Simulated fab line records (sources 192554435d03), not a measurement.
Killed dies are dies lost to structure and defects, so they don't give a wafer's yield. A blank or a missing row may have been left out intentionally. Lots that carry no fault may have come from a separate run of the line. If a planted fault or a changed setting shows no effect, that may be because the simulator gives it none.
Code-filled problem report in 8D (eight disciplines) form || flow n5_finfet || the parts of the form that need people (team, actions taken, sign-off) are left out

## 1. WHAT IS WRONG
Wafers with no fault read 100.0 sccm with a standard deviation of 0.3, whereas cf4_flow_sccm at N5_PASSIVATION_PASS_ETCH_74 reads a mean of 159.9 sccm on 1 wafer of 1 lot. So: +99 or more standard deviations from the usual mean.
The step: etches SiNx in CF4/O2, target depth 220 nm, time 110 s.
First observed at day 15 04:33: wafer L962.2, on rie_diel-01. The record has a number at this step for 30 wafers belonging to 10 lots. The rule behind "out" and "out of limits": a value lying over 4 standard deviations away from the usual mean. The other wafers with a number count as sound.

## 2. WHAT IT IS, AND WHAT IT ISN'T
{"question": "which readings at this step", "is": "cf4_flow_sccm, oes_o_777_au, rf_vpp_V, showerhead_plenum_p_Torr, throttle_valve_pct", "is not": "drypump_motor_current_A, oes_product_au"}
{"question": "which lots", "is": "L962", "is not": "L949, L951, L953, L954, L965, L966, L970, L971, L972"}
{"question": "which wafers of those lots", "is": "L962.2", "is not": "L962.4, L962.5"}
{"question": "read on which tools", "is": "rie_diel-01", "is not": "rie_diel-03, rie_diel-06"}
{"question": "when", "is": "from day 15 04:33", "is not": "up to then (14 sound wafers); but 15 sound wafers of L965, L966, L970, L971, L972 came after"}

## 3. SUSPECTS, AND WHAT RULES EACH OUT
Counting: a tool at a process step up to the reading stays a suspect if it ran every lot that is out. Sound lots after the first of them don't rule it out here, since some wafers of a struck lot are sound.
- rie_diel-02 at N5_MIM_BOT_LITHO_DESCUM_10 (chemistry O2, time 7.9 s): kept. It ran the lot that is out, L962 (day 15 00:59); its last sound lot up to then is L949 (day 12 13:32).
- rie_diel-01 at N5_PASSIVATION_PASS_ETCH_74 (etches SiNx in CF4/O2, target depth 220 nm, time 110 s): kept. It ran the lot that is out, L962 (day 15 04:33); its last sound lot up to then is L951 (day 12 16:38). Its own readings are out on those wafers: cf4_flow_sccm, oes_o_777_au, rf_vpp_V, showerhead_plenum_p_Torr, throttle_valve_pct.
- At N5_PASSIVATION_PASS_ETCH_74, inside rie_diel-01: chamber 3 took the wafers that are out, while their sound lot-mates went through chambers 0, 2.
Remaining after the count are rie_diel-02 at N5_MIM_BOT_LITHO_DESCUM_10 and rie_diel-01 at N5_PASSIVATION_PASS_ETCH_74.

## 4. THE CAUSE (what the simulator had put in)
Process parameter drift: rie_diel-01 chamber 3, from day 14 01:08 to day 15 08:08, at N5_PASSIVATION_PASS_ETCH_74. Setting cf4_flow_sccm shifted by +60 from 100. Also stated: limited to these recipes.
2 suspects survive the count, and this tool is in that group.

## 5. SEQUENCE OF EFFECTS, ordered by route
Each row: a reading where the mean over the struck wafers with a number is more than 3 standard deviations away from the usual. Only readings for which the record gives a usual standard deviation are gone through. hours: the time from each lot's start at the first step in this table that gives one to its start at this step, as a median over the lots. sigmas: the change in usual standard deviations.
{"hours": 0, "step": "N5_PASSIVATION_PASS_ETCH_74", "reading": "cf4_flow_sccm", "usual": "100.0 sccm", "on struck wafers": 159.9, "change": "+59.9", "sigmas": "+99 or more"}
{"hours": 0, "step": "N5_PASSIVATION_PASS_ETCH_74", "reading": "oes_o_777_au", "usual": "0.77 a.u.", "on struck wafers": 0.45, "change": -0.32, "sigmas": -4.3}
{"hours": 0, "step": "N5_PASSIVATION_PASS_ETCH_74", "reading": "rf_vpp_V", "usual": "241.3 V", "on struck wafers": 251.3, "change": "+10.0", "sigmas": "+4.8"}
{"hours": 0, "step": "N5_PASSIVATION_PASS_ETCH_74", "reading": "showerhead_plenum_p_Torr", "usual": "2.25 Torr", "on struck wafers": 2.51, "change": "+0.26", "sigmas": "+4.7"}
{"hours": 0, "step": "N5_PASSIVATION_PASS_ETCH_74", "reading": "throttle_valve_pct", "usual": "15.95 %", "on struck wafers": 18.09, "change": "+2.14", "sigmas": "+9.3"}
Here are the process steps it includes:
- N5_PASSIVATION_PASS_ETCH_74: etches SiNx in CF4/O2, target depth 220 nm, time 110 s.

## 6. HOW IT WOULD HAVE BEEN CAUGHT EARLIER
The fault began at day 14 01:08; the first out-of-limits reading in this record came at day 15 04:33, 27 hours later.
